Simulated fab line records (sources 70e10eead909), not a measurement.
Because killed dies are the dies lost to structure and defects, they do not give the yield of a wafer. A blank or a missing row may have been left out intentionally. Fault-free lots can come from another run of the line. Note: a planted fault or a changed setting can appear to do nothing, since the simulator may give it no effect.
Chamber matching ; flow nand-harc ; NHARC_A_CONTACT_ALD_18 on ald-metal-04 has 4 sister chambers
The step deposits TiN, target thk 3 nm, pulse time 1 s, ald cycles 150. 4 wafers are shown with their chamber, then 9 later ones without.

WAFERS, EACH WITH ITS CHAMBER
wafer;chamber;heater-power-w (W)
L090.2;2;1236
L090.3;0;1221
L089.2;1;1188
L089.5;3;1148

WAFERS WITHOUT THEIR CHAMBER
wafer;heater-power-w (W)
L091.1;1163
L091.2;1210
L091.6;1190
L096.1;1219
L096.3;1157
L096.4;1170
L095.2;1240
L095.4;1190
L095.5;1167

THE CHAMBER EACH PASSED THROUGH
wafer;from the rows above;in truth
L091.1;can't be placed: 3 or 1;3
L091.2;can't be placed: 0 or 1 or 2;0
L091.6;1;1
L096.1;can't be placed: 0 or 2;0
L096.3;can't be placed: 3 or 1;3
L096.4;can't be placed: 1 or 3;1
L095.2;can't be placed: 2 or 0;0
L095.4;1;1
L095.5;can't be placed: 3 or 1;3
Correct placement for 2 of the 9. Cannot be placed on the basis of these rows: 7; the candidates contain the true chamber in 7. Wrongly placed: 0.
How it was worked out, from the rows above alone: a wafer's distance from a chamber is the root of the sum, over the readings, of the square of ((its reading less the chamber's mean) divided by the reading's scatter). The wafer belongs to the nearest chamber; if the next one is less than 2 further off, it can't be placed. A chamber's mean is the mean of its shown wafers. The scatter: with one shown wafer a chamber, the root of the mean of the squares of how far each hidden wafer lies from its nearest shown one.
